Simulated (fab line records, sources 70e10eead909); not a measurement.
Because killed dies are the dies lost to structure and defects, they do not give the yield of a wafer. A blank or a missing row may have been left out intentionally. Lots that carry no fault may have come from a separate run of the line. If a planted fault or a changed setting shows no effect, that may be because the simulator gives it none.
Code-filled problem report in 8D (eight disciplines) form	flow nandHarc	the parts of the form that need people (team, actions taken, sign-off) are left out

== 1. WHAT WENT WRONG ==
runLengthS at NHARC_A_CHANNEL_FILL_D2_ETCHBACK_20 reads a mean of 36.5 s on 1 wafer of 1 lot; wafers without a fault read 34.8 s with a standard deviation of 0.38. That is +4.5 standard deviations from the usual mean.
The step: etches the open film in C4F8/O2/Ar, target depth 27 nm, time 13.5 s.
The first sign was on wafer L316.6 at day 21 03:28, on rieDiel-02. Wafers with a number at this step in the record: 13, from 5 lots. Rule for "out" (also "out of limits"): further than 4 standard deviations from the usual mean. Any other wafer with a number is counted as sound.

== 2. WHAT IT IS AND WHAT IT IS NOT ==
question	is	is not
which readings at this step	runLengthS	oesProductAu, rfVppV
which lots	L316	L302, L310, L322, L323
which wafers of those lots	all that have a number	-
read on which tools	rieDiel-02	rieDiel-11
when	from day 21 03:28	up to then (6 sound wafers); but 6 sound wafers of L322, L323 came after

== 3. THE SUSPECTS, EACH WITH WHAT RULES IT OUT ==
Counting: a tool at a process step up to the reading stays a suspect if it ran every lot that is out and no sound lot after the first of them.
- xsem-02 at NHARC_A_CHANNEL_HOLE_D2_XSEM_32: kept. It ran the lot that is out, L316 (day 20 03:14), and no sound lot after that; its last sound lot up to then is L310 (day 17 15:44).
- aldHk-03 at NHARC_A_CHANNEL_FILL_D2_ALD_02 (deposits SiO2, target thk 6 nm, pulse time 10 s, ald cycles 60): ruled out as a lasting fault. The sound lots L322 went through it after L316, its earliest lot that is out (day 20 03:52).
- aldSinBatch-01 at NHARC_A_CHANNEL_FILL_D2_ALD_03 (deposits SiNx, target thk 6 nm, pulse time 60 s, ald cycles 58): kept. It ran the lot that is out, L316 (day 21 03:28), and no sound lot after that. NHARC_A_CHANNEL_FILL_D2_ALD_03: start missing for some lots; hours and lot order therefore follow NHARC_A_CHANNEL_FILL_D2_ETCHBACK_20.
- aldSinBatch-01 at NHARC_A_CHANNEL_FILL_D2_ALD_15 (deposits SiNx, target thk 2 nm, pulse time 60 s, ald cycles 19): kept. It ran the lot that is out, L316 (day 21 03:28), and no sound lot after that; its last sound lot up to then is L310 (day 18 18:22). NHARC_A_CHANNEL_FILL_D2_ALD_15: start missing for some lots; hours and lot order therefore follow NHARC_A_CHANNEL_FILL_D2_ETCHBACK_20.
- rieDiel-02 at NHARC_A_CHANNEL_FILL_D2_ETCHBACK_20 (etches the open film in C4F8/O2/Ar, target depth 27 nm, time 13.5 s): kept. It ran the lot that is out, L316 (day 21 03:28), and no sound lot after that; its last sound lot up to then is L310 (day 18 18:22). Its own readings are out on those wafers: runLengthS.
Left after counting: xsem-02 at NHARC_A_CHANNEL_HOLE_D2_XSEM_32, aldSinBatch-01 at NHARC_A_CHANNEL_FILL_D2_ALD_03, aldSinBatch-01 at NHARC_A_CHANNEL_FILL_D2_ALD_15, rieDiel-02 at NHARC_A_CHANNEL_FILL_D2_ETCHBACK_20.

== 4. THE CAUSE (what the simulator had put in) ==
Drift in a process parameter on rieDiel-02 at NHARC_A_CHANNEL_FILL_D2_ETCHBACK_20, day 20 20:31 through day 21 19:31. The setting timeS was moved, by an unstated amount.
4 suspects survive the count, and this tool is in that group.

== 5. THE EFFECT CHAIN, in route order ==
One row per reading whose mean, taken over the struck wafers that have a number, lies over 3 standard deviations from the usual. Scope: only readings with a usual standard deviation given in the record; hours: median across lots of the time from each lot's start at the first step in this table that gives one to its start at this step; sigmas: change in usual standard deviations.
hours	step	reading	usual	on struck wafers	change	sigmas
0	NHARC_A_CHANNEL_FILL_D2_ETCHBACK_20	runLengthS	34.8 s	36.5	+1.7	+4.5
Process steps it contains:
- NHARC_A_CHANNEL_FILL_D2_ETCHBACK_20: etches the open film in C4F8/O2/Ar, target depth 27 nm, time 13.5 s.
At these later measuring or inspecting steps, every struck wafer for which the step has a row has a number for every such reading, and none has moved that far: NHARC_END_SORT_01.

== 6. HOW IT WOULD HAVE BEEN CAUGHT EARLIER ==
First out-of-limits reading in this record: day 21 03:28, which is 7 hours after fault onset at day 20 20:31.
